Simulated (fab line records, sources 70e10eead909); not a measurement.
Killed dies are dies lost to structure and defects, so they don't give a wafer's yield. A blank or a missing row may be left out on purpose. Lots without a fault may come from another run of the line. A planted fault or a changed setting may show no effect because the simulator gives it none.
Chamber matching | flow nand_harc | NHARC_P_CONTACT_ETCH_35 on rie_diel-10: 4 sister chambers
The step etches the open film in CF4, target depth 39 nm, time 65 s. 14 wafers are shown with their chamber, then 7 later ones without.

WAFERS WITH THEIR CHAMBER
wafer  | chamber | showerhead_plenum_p_Torr (Torr) | drypump_motor_current_A (A) | oes_product_au (a.u.)
L074.2 | 0       | 1.84                            | 5.9                         | 1.012
L074.3 | 3       | 1.67                            | 5.7                         | 0.991
L074.5 | 3       | 1.67                            | 5.6                         | 0.986
L081.2 | 2       | 1.68                            | 5.9                         | 0.995
L081.4 | 0       | 1.84                            | 6.0                         | 1.002
L081.5 | 0       | 1.84                            | 5.9                         | 1.002
L082.2 | 3       | 1.66                            | 5.7                         | 0.994
L082.5 | 3       | 1.66                            | 5.7                         | 0.998
L082.6 | 0       | 1.84                            | 5.9                         | 1.004
L085.3 | 3       | 1.66                            | 5.7                         | 0.982
L085.4 | 1       | 1.74                            | 6.2                         | 0.985
L085.5 | 2       | 1.68                            | 5.9                         | 0.987
L091.1 | 0       | 1.84                            | 5.9                         | 1.021
L091.3 | 1       | 1.74                            | 6.1                         | 0.997

SIGNATURES (means of the wafers above)
reading                  | chamber 0 | chamber 1 | chamber 2 | chamber 3 | scatter within a chamber
showerhead_plenum_p_Torr | 1.8400    | 1.7400    | 1.6800    | 1.6640    | 0.00346
drypump_motor_current_A  | 5.920     | 6.150     | 5.900     | 5.680     | 0.0458
oes_product_au           | 1.00820   | 0.99100   | 0.99100   | 0.99020   | 0.00733
Rule: a wafer's distance from a chamber is the root of the sum, over the readings, of the square of ((its reading less the chamber's mean) divided by the reading's scatter). The wafer belongs to the nearest chamber; if the next one is less than 2 further off, it can't be placed. The scatter: the root of (the sum of the squares of (reading less its chamber's mean) over the shown wafers, divided by (wafers less chambers)).

WAFERS WITHOUT THEIR CHAMBER
wafer  | showerhead_plenum_p_Torr (Torr) | drypump_motor_current_A (A) | oes_product_au (a.u.)
L091.4 | 1.66                            | 5.7                         | 1.003
L091.2 | 1.68                            | 5.9                         | 1.020
L091.5 | 1.84                            | 5.9                         | 1.023
L091.6 | 1.74                            | 6.2                         | 1.000
L097.1 | 1.74                            | 6.2                         | 0.988
L097.3 | 1.66                            | 5.7                         | 1.005
L097.4 | 1.84                            | 5.9                         | 1.004

WHICH CHAMBER EACH WENT THROUGH
wafer  | from the rows above | in truth
L091.4 | 3                   | 3
L091.2 | 2                   | 2
L091.5 | 0                   | 0
L091.6 | 1                   | 1
L097.1 | 1                   | 1
L097.3 | 3                   | 3
L097.4 | 0                   | 0
Placed correctly: 7 of 7. Can't be placed from these rows: 0. Placed wrongly: 0.
